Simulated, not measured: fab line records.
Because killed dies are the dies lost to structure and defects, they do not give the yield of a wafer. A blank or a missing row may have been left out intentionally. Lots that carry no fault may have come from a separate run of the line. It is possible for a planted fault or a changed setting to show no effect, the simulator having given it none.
Lot-split experiment :: flow n5-finfet :: 21 wafers read from 7 lots, route of 1938 steps

## THE SPLIT
At N5_BEOL_M6_VIA_ETCH_34 (etches SiCOH lowk in C4F6/O2, target depth 126.3 nm, time 50.9 s), the setting time-s was moved away from the recipe's 50.9 s on 2 of the 21 wafers read, by -18.5% to +21.9%. For the rest of the wafers, this setting stayed at what the recipe calls for.

Reading taken at the split's own step.

## THE READING
SOC_of_BEOL_M6_COAT_63.thk-nm (the simulator's own value, which no gauge read), in nm, at N5_BEOL_M6_VIA_ETCH_34 (etches SiCOH lowk in C4F6/O2, target depth 126.3 nm, time 50.9 s). There is no usual value for it anywhere in the file. Across the 19 wafers here that went through the recipe, the average is 54.0 nm and the standard deviation 0.21 nm.

wafer: L076.1
tool, chamber at the split: rie-diel-05, 1
time-s as run, s: 50.9
against the recipe: recipe
SOC_of_BEOL_M6_COAT_63.thk-nm, nm: 54
against lot-mates on the recipe: -

wafer: L076.2
tool, chamber at the split: rie-diel-05, 0
time-s as run, s: 50.9
against the recipe: recipe
SOC_of_BEOL_M6_COAT_63.thk-nm, nm: 54
against lot-mates on the recipe: -

wafer: L076.6
tool, chamber at the split: rie-diel-05, 2
time-s as run, s: 41.49
against the recipe: -18.5%
SOC_of_BEOL_M6_COAT_63.thk-nm, nm: 54.8
against lot-mates on the recipe: +0.8

wafer: L080.1
tool, chamber at the split: rie-diel-01, 1
time-s as run, s: 50.9
against the recipe: recipe
SOC_of_BEOL_M6_COAT_63.thk-nm, nm: 54
against lot-mates on the recipe: -

wafer: L080.2
tool, chamber at the split: rie-diel-01, 2
time-s as run, s: 50.9
against the recipe: recipe
SOC_of_BEOL_M6_COAT_63.thk-nm, nm: 54.2
against lot-mates on the recipe: -

wafer: L080.5
tool, chamber at the split: rie-diel-01, 1
time-s as run, s: 50.9
against the recipe: recipe
SOC_of_BEOL_M6_COAT_63.thk-nm, nm: 54
against lot-mates on the recipe: -

wafer: L074.4
tool, chamber at the split: rie-diel-05, 1
time-s as run, s: 50.9
against the recipe: recipe
SOC_of_BEOL_M6_COAT_63.thk-nm, nm: 54
against lot-mates on the recipe: -

wafer: L074.5
tool, chamber at the split: rie-diel-05, 1
time-s as run, s: 50.9
against the recipe: recipe
SOC_of_BEOL_M6_COAT_63.thk-nm, nm: 53.8
against lot-mates on the recipe: -

wafer: L074.6
tool, chamber at the split: rie-diel-05, 2
time-s as run, s: 50.9
against the recipe: recipe
SOC_of_BEOL_M6_COAT_63.thk-nm, nm: 53.6
against lot-mates on the recipe: -

wafer: L084.2
tool, chamber at the split: rie-diel-05, 3
time-s as run, s: 50.9
against the recipe: recipe
SOC_of_BEOL_M6_COAT_63.thk-nm, nm: 54.4
against lot-mates on the recipe: -

wafer: L084.3
tool, chamber at the split: rie-diel-05, 1
time-s as run, s: 50.9
against the recipe: recipe
SOC_of_BEOL_M6_COAT_63.thk-nm, nm: 54
against lot-mates on the recipe: -

wafer: L084.6
tool, chamber at the split: rie-diel-05, 0
time-s as run, s: 50.9
against the recipe: recipe
SOC_of_BEOL_M6_COAT_63.thk-nm, nm: 54.4
against lot-mates on the recipe: -

wafer: L088.1
tool, chamber at the split: rie-diel-01, 2
time-s as run, s: 62.05
against the recipe: +21.9%
SOC_of_BEOL_M6_COAT_63.thk-nm, nm: 52.4
against lot-mates on the recipe: -1.5

wafer: L088.2
tool, chamber at the split: rie-diel-01, 1
time-s as run, s: 50.9
against the recipe: recipe
SOC_of_BEOL_M6_COAT_63.thk-nm, nm: 53.8
against lot-mates on the recipe: -

wafer: L088.5
tool, chamber at the split: rie-diel-01, 3
time-s as run, s: 50.9
against the recipe: recipe
SOC_of_BEOL_M6_COAT_63.thk-nm, nm: 54
against lot-mates on the recipe: -

wafer: L093.1
tool, chamber at the split: rie-diel-03, 0
time-s as run, s: 50.9
against the recipe: recipe
SOC_of_BEOL_M6_COAT_63.thk-nm, nm: 54
against lot-mates on the recipe: -

wafer: L093.3
tool, chamber at the split: rie-diel-03, 2
time-s as run, s: 50.9
against the recipe: recipe
SOC_of_BEOL_M6_COAT_63.thk-nm, nm: 53.6
against lot-mates on the recipe: -

wafer: L093.6
tool, chamber at the split: rie-diel-03, 1
time-s as run, s: 50.9
against the recipe: recipe
SOC_of_BEOL_M6_COAT_63.thk-nm, nm: 54
against lot-mates on the recipe: -

wafer: L097.1
tool, chamber at the split: rie-diel-01, 1
time-s as run, s: 50.9
against the recipe: recipe
SOC_of_BEOL_M6_COAT_63.thk-nm, nm: 53.8
against lot-mates on the recipe: -

wafer: L097.2
tool, chamber at the split: rie-diel-01, 0
time-s as run, s: 50.9
against the recipe: recipe
SOC_of_BEOL_M6_COAT_63.thk-nm, nm: 53.8
against lot-mates on the recipe: -

wafer: L097.6
tool, chamber at the split: rie-diel-01, 1
time-s as run, s: 50.9
against the recipe: recipe
SOC_of_BEOL_M6_COAT_63.thk-nm, nm: 53.8
against lot-mates on the recipe: -

THE FIT
A straight line over all 21 wafers: SOC_of_BEOL_M6_COAT_63.thk-nm changes by -0.0604 nm for each +1% of time-s; r = -0.87; the points scatter about the line by 0.23 nm.
The same after taking each lot's own level away (the mean of its wafers on the recipe; 21 wafers): -0.0579 nm for each +1%; r = -0.93; scatter 0.15 nm.
On that fit, the largest move of time-s shifts the reading by 1.3 nm.
The lots' own levels span 53.80 to 54.27 nm, that is 2.2 times the standard deviation above.
The two slopes are in agreement: the lot-to-lot level therefore moves the slope only a little.
Check: for one of the wafers moved furthest among these (+21.9%), held out of the fit, the line's prediction against its lot-mates is -0.948 nm. It came out at -1.5 nm against them.

## OTHER SPLITS APPLIED TO THESE WAFERS
Other splits were also applied to these wafers ahead of the reading. Each is held against what the fit with the lots' levels taken away leaves over:
other split on the same wafers: N5_BEOL_M2_COAT_22 spin-rpm
wafers away from the commonest value: 8
r with SOC_of_BEOL_M6_COAT_63.thk-nm (lot level and that fit taken away): -0.03

other split on the same wafers: N5_BEOL_M2_DESCUM_33 time-s
wafers away from the commonest value: 4
r with SOC_of_BEOL_M6_COAT_63.thk-nm (lot level and that fit taken away): +0.00

other split on the same wafers: N5_BEOL_M5_ETCH_62 source-w
wafers away from the commonest value: 9
r with SOC_of_BEOL_M6_COAT_63.thk-nm (lot level and that fit taken away): +0.34

other split on the same wafers: N5_BEOL_M5_COAT_66 spin-rpm
wafers away from the commonest value: 5
r with SOC_of_BEOL_M6_COAT_63.thk-nm (lot level and that fit taken away): +0.22

other split on the same wafers: N5_BEOL_M5_TRENCH_ETCH_37 bias-w
wafers away from the commonest value: 9
r with SOC_of_BEOL_M6_COAT_63.thk-nm (lot level and that fit taken away): -0.14

other split on the same wafers: N5_BEOL_M5_ETCH_41 source-w
wafers away from the commonest value: 6
r with SOC_of_BEOL_M6_COAT_63.thk-nm (lot level and that fit taken away): +0.27

## THE WHOLE CHAIN: every reading that the file lists as answering this split, in the file's order
step: N5_BEOL_M6_VIA_ETCH_34
what it does: etches SiCOH lowk in C4F6/O2, target depth 126.3 nm, time 50.9 s
reading: etch.depth-nm (the simulator's own value, which no gauge read)
change (the file's fit): +1.09 nm for each +1% of the setting
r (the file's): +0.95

step: N5_BEOL_M6_VIA_ETCH_34
what it does: etches SiCOH lowk in C4F6/O2, target depth 126.3 nm, time 50.9 s
reading: SOC_of_BEOL_M6_COAT_63.thk-nm (the simulator's own value, which no gauge read)
change (the file's fit): -0.058 nm for each +1% of the setting
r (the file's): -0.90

## THE FILE'S OWN FIT
SOC_of_BEOL_M6_COAT_63.thk-nm changes by -0.058 nm for each +1% of time-s, r = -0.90.
